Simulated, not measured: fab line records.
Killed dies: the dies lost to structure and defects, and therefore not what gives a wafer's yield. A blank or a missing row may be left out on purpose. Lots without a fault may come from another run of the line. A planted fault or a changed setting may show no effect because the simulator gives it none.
Chamber matching -- flow nand harc -- rie diel-04 running NHARC_P_M0_DESCUM_14: 4 sister chambers
The step chemistry O2, time 3 s. 16 wafers are shown with their chamber, then 8 later ones without.

## WAFERS, EACH WITH ITS CHAMBER
wafer,chamber,drypump motor current A (A),showerhead plenum p Torr (Torr),rf vpp V (V)
L076.4,3,5.6,2.02,59.3
L076.5,0,5.9,1.99,58.4
L076.6,1,5.9,2.01,58.1
L081.1,2,5.0,1.95,58.7
L081.4,0,5.9,1.99,57.8
L081.5,2,5.0,1.95,56.7
L081.2,3,5.6,2.01,59.0
L081.3,1,5.8,2.00,58.1
L081.6,3,5.6,2.01,59.2
L083.2,1,5.9,2.00,57.4
L083.3,2,5.0,1.95,57.5
L083.6,1,5.9,2.00,58.6
L088.1,3,5.6,2.01,59.0
L088.3,0,5.9,1.98,57.7
L088.4,1,5.9,1.99,57.6
L093.2,2,5.0,1.94,57.5

SIGNATURES, as means of the wafers listed above
reading,chamber 0,chamber 1,chamber 2,chamber 3,scatter within a chamber
drypump motor current A,5.900,5.880,5.000,5.600,0.0258
showerhead plenum p Torr,1.9867,2.0000,1.9475,2.0125,0.00589
rf vpp V,57.967,57.960,57.600,59.125,0.523
Rule: for a wafer and a chamber, the distance is found by dividing, reading by reading, the gap between the wafer's reading and the chamber's mean by the reading's scatter, squaring, summing and taking the root. The wafer belongs to the nearest chamber; if the next one is less than 2 further off, it can't be placed. How the scatter is found: for the shown wafers, subtract from each reading the mean of its chamber, square and add these, divide the total by (wafers less chambers), then take the root.

## WAFERS WITHOUT THEIR CHAMBER
wafer,drypump motor current A (A),showerhead plenum p Torr (Torr),rf vpp V (V)
L093.4,5.9,1.97,57.7
L093.6,5.9,1.97,57.6
L094.2,5.8,1.99,58.0
L094.3,5.9,1.97,58.6
L094.5,5.9,1.97,58.0
L097.2,5.6,2.00,58.4
L097.3,5.9,1.97,57.8
L097.5,5.0,1.93,57.7

## WHICH CHAMBER EACH ONE RAN IN
wafer,from the rows above,in truth
L093.4,0,0
L093.6,0,0
L094.2,can't be placed: 1 or 0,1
L094.3,0,0
L094.5,0,0
L097.2,3,3
L097.3,0,0
L097.5,2,2
7 of 8 placed correctly. These rows do not allow placing 1 (true chamber among the candidates in 1). Placed wrongly: 0.
